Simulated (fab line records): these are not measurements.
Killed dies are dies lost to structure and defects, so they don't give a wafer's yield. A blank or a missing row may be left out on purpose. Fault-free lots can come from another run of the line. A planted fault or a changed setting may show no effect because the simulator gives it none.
Chamber matching | flow n5-finfet | N5_BEOL_M7_ETCH_61 on rie-diel-04: 4 sister chambers
The step etches SiARC in CF4, target depth 45.5 nm, time 75.8 s. 20 wafers are shown with their chamber, then 10 later ones without.

## WAFERS PAIRED WITH THEIR CHAMBERS
wafer  | chamber | showerhead-plenum-p-Torr (Torr) | drypump-motor-current-A (A) | throttle-valve-pct (%)
L077.1 | 3       | 2.04                            | 5.1                         | 15.56
L077.2 | 1       | 1.97                            | 5.7                         | 15.38
L077.3 | 0       | 2.10                            | 5.8                         | 15.91
L077.4 | 2       | 2.18                            | 6.2                         | 15.13
L077.5 | 2       | 2.18                            | 6.2                         | 15.13
L077.6 | 3       | 2.04                            | 5.1                         | 15.57
L079.3 | 2       | 2.18                            | 6.2                         | 15.14
L079.5 | 3       | 2.04                            | 5.2                         | 15.58
L079.6 | 0       | 2.10                            | 5.8                         | 15.90
L080.3 | 0       | 2.10                            | 5.8                         | 15.93
L080.4 | 3       | 2.04                            | 5.1                         | 15.57
L080.6 | 3       | 2.04                            | 5.2                         | 15.57
L083.1 | 1       | 1.97                            | 5.7                         | 15.41
L083.2 | 3       | 2.04                            | 5.2                         | 15.58
L083.3 | 2       | 2.18                            | 6.2                         | 15.17
L083.4 | 1       | 1.97                            | 5.7                         | 15.41
L083.5 | 3       | 2.04                            | 5.1                         | 15.58
L083.6 | 2       | 2.18                            | 6.2                         | 15.18
L093.1 | 2       | 2.17                            | 6.2                         | 15.21
L093.2 | 3       | 2.03                            | 5.2                         | 15.62

SIGNATURES (means of the wafers above)
reading                  | chamber 0 | chamber 1 | chamber 2 | chamber 3 | scatter within a chamber
showerhead-plenum-p-Torr | 2.1000    | 1.9700    | 2.1783    | 2.0387    | 0.00327
drypump-motor-current-A  | 5.800     | 5.700     | 6.200     | 5.150     | 0.0354
throttle-valve-pct       | 15.9133   | 15.4000   | 15.1600   | 15.5787   | 0.0231
Rule: a wafer's distance from a chamber is the root of the sum, over the readings, of the square of ((its reading less the chamber's mean) divided by the reading's scatter). The wafer belongs to the nearest chamber; if the next one is less than 2 further off, it can't be placed. The scatter is the square root of a quotient: the sum, over the shown wafers, of each reading's squared deviation from its chamber's mean, divided by wafers minus chambers.

## WAFERS WITH NO CHAMBER GIVEN
wafer  | showerhead-plenum-p-Torr (Torr) | drypump-motor-current-A (A) | throttle-valve-pct (%)
L093.6 | 1.96                            | 5.7                         | 15.45
L094.1 | 1.96                            | 5.7                         | 15.45
L094.4 | 2.17                            | 6.2                         | 15.22
L094.5 | 2.17                            | 6.2                         | 15.22
L097.1 | 2.17                            | 6.2                         | 15.23
L097.2 | 1.96                            | 5.7                         | 15.46
L097.3 | 2.09                            | 5.8                         | 15.47
L097.4 | 1.96                            | 5.7                         | 15.47
L097.5 | 2.16                            | 6.2                         | 15.22
L097.6 | 2.09                            | 5.8                         | 15.45

## WHICH CHAMBER EACH WENT THROUGH
wafer  | from the rows above | in truth
L093.6 | 1                   | 1
L094.1 | 1                   | 1
L094.4 | 2                   | 2
L094.5 | 2                   | 2
L097.1 | 2                   | 2
L097.2 | 1                   | 1
L097.3 | 0                   | 0
L097.4 | 1                   | 1
L097.5 | 2                   | 2
L097.6 | 0                   | 0
Placed correctly: 10 of 10. Not placeable from these rows: 0. Placed wrongly: 0.
